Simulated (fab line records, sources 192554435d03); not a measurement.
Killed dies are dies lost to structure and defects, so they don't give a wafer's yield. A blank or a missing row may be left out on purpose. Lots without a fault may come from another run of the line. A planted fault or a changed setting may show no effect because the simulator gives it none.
Split-lot experiment | flow n5_finfet | 7 lots, 21 wafers read, on a route of 1938 steps

THE SPLIT
At N5_GATE_CUT_DESCUM_18 (chemistry O2, time 7 s), the setting time_s was moved away from the recipe's 7 s on 10 of the 21 wafers read, by -19.3% to +12.2%. The other wafers ran this setting at the recipe's value.

FROM THE SPLIT TO THE READING: what the file shows between them, 1 step
- N5_GATE_CUT_ETCH_28: etches underlayer in N2/H2, target depth 13 nm, time 10.4 s

THE READING
CAR-EUV_of_GATE_CUT_COAT_07.thk_nm (the simulator's own value, which no gauge read), in nm, at N5_GATE_CUT_ETCH_36 (etches SiARC in CF4, target depth 13 nm, time 21.7 s). The file gives no usual value for it. The 11 wafers here that ran the recipe average 7.0 nm, standard deviation 0.16 nm.

wafer  | tool, chamber at the split | time_s as run, s | against the recipe | CAR-EUV_of_GATE_CUT_COAT_07.thk_nm, nm | against lot-mates on the recipe
L079.1 | rie_diel-03, 3             | 6.571            | -6.1%              | 7.2                                    | +0.0
L079.6 | rie_diel-03, 3             | 6.571            | -6.1%              | 7.2                                    | +0.0
L079.2 | rie_diel-03, 0             | 7                | recipe             | 7.2                                    | -
L080.2 | rie_diel-03, 0,2           | 7                | recipe             | 7.2                                    | -
L080.5 | rie_diel-03, 0,2           | 7                | recipe             | 7.2                                    | -
L080.3 | rie_diel-03, 3             | 7.702            | +10.0%             | 6.8                                    | -0.4
L082.2 | rie_diel-04, 3             | 7                | recipe             | 6.8                                    | -
L082.3 | rie_diel-04, 0,1           | 7.851            | +12.2%             | 6.6                                    | -0.2
L082.5 | rie_diel-04, 0,1           | 7.851            | +12.2%             | 6.6                                    | -0.2
L085.1 | rie_diel-04, 2,3           | 7                | recipe             | 7                                      | -
L085.2 | rie_diel-04, 0             | 6.455            | -7.8%              | 7.2                                    | +0.3
L085.5 | rie_diel-04, 2,3           | 7                | recipe             | 6.8                                    | -
L093.2 | rie_diel-04, 3             | 5.646            | -19.3%             | 7.6                                    | +0.8
L093.5 | rie_diel-04, 1             | 5.646            | -19.3%             | 7.6                                    | +0.8
L093.4 | rie_diel-04, 0             | 7                | recipe             | 6.8                                    | -
L094.1 | rie_diel-03, 0             | 7                | recipe             | 7                                      | -
L094.3 | rie_diel-03, 3,2           | 7                | recipe             | 7                                      | -
L094.5 | rie_diel-03, 3,2           | 7                | recipe             | 7                                      | -
L097.2 | rie_diel-03, 1             | 7                | recipe             | 6.8                                    | -
L097.3 | rie_diel-03, 2,0           | 5.962            | -14.8%             | 7.4                                    | +0.6
L097.6 | rie_diel-03, 2,0           | 5.962            | -14.8%             | 7.4                                    | +0.6
Where a row lists several chambers, the file gives one row for several wafers and doesn't say which wafer went through which chamber.

THE FIT
A straight line over all 21 wafers: CAR-EUV_of_GATE_CUT_COAT_07.thk_nm changes by -0.0299 nm for each +1% of time_s; r = -0.91; the points scatter about the line by 0.12 nm.
The same after taking each lot's own level away (the mean of its wafers on the recipe; 21 wafers): -0.0342 nm for each +1%; r = -0.94; scatter 0.11 nm.
On that fit, the largest move of time_s shifts the reading by 0.66 nm.
The lots' own levels span 6.80 to 7.20 nm, that is 2.5 times the standard deviation above.
So the lot-to-lot level changes the slope: the two fits differ.
Check: with one of the wafers moved furthest among these (-19.3%) left out of the fit, the line predicts +0.649 nm for it against its lot-mates. It came out at +0.8 nm against them.

OTHER SPLITS ON THESE WAFERS
These wafers also went through other splits before the reading. Each is held against what the fit with the lots' levels taken away leaves over:
other split on the same wafers | wafers away from the commonest value | r with CAR-EUV_of_GATE_CUT_COAT_07.thk_nm (lot level and that fit taken away)
N5_GATE_CUT_COAT_34 spin_rpm   | 6                                    | +0.19

THE WHOLE CHAIN: every reading that the file lists as answering this split, in the file's order
step                  | what it does                                                | reading                                                                             | change (the file's fit)                | r (the file's)
N5_GATE_CUT_DESCUM_18 | chemistry O2, time 7 s                                      | CAR-EUV_of_GATE_CUT_COAT_07.thk_nm (the simulator's own value, which no gauge read) | -0.0366 nm for each +1% of the setting | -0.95
N5_GATE_CUT_ETCH_28   | etches underlayer in N2/H2, target depth 13 nm, time 10.4 s | CAR-EUV_of_GATE_CUT_COAT_07.thk_nm (the simulator's own value, which no gauge read) | -0.0387 nm for each +1% of the setting | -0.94
N5_GATE_CUT_ETCH_36   | etches SiARC in CF4, target depth 13 nm, time 21.7 s        | CAR-EUV_of_GATE_CUT_COAT_07.thk_nm (the simulator's own value, which no gauge read) | -0.0352 nm for each +1% of the setting | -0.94

THE FILE'S OWN FIT
CAR-EUV_of_GATE_CUT_COAT_07.thk_nm changes by -0.0352 nm for each +1% of time_s, r = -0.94.
